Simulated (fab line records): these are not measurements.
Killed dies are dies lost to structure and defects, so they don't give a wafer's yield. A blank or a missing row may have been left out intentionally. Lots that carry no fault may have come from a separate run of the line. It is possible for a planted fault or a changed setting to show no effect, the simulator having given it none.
Chamber matching | flow nandHarc | 4 sister chambers for NHARC_P_M2_ETCH_35 on rieDiel-10
The step etches the open film in N2/H2, target depth 40 nm, overetch 12 nm, time 43.94 s. 4 wafers are shown with their chamber, then 9 later ones without.

== WAFERS WITH THEIR CHAMBER ==
wafer  | chamber | drypumpMotorCurrentA (A)
L083.6 | 2       | 5.5
L084.3 | 1       | 6.4
L084.5 | 0       | 5.5
L084.6 | 3       | 4.7

== WAFERS WHOSE CHAMBER IS MISSING ==
wafer  | drypumpMotorCurrentA (A)
L087.3 | 5.5
L087.5 | 6.4
L087.6 | 5.5
L095.2 | 5.6
L095.4 | 4.7
L095.5 | 6.4
L096.2 | 5.6
L096.3 | 5.5
L096.4 | 6.4

== WHICH CHAMBER EACH WENT THROUGH ==
wafer  | from the rows above     | in truth
L087.3 | can't be placed: 0 or 2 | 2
L087.5 | 1                       | 1
L087.6 | can't be placed: 0 or 2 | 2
L095.2 | can't be placed: 0 or 2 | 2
L095.4 | 3                       | 3
L095.5 | 1                       | 1
L096.2 | can't be placed: 0 or 2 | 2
L096.3 | can't be placed: 0 or 2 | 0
L096.4 | 1                       | 1
Correctly placed: 4 of 9. Unplaceable from these rows: 5, with the true chamber sitting among the candidates in 5. Wrongly placed: 0.
How it was worked out, from the rows above alone: a wafer's distance from a chamber is the root of the sum, over the readings, of the square of ((its reading less the chamber's mean) divided by the reading's scatter). If the next closest chamber is less than 2 further off than the closest, the wafer can't be placed; otherwise it belongs to the closest. The mean given for a chamber averages the wafers shown for that chamber. The scatter: with one shown wafer a chamber, the root of the mean of the squares of how far each hidden wafer lies from its nearest shown one.
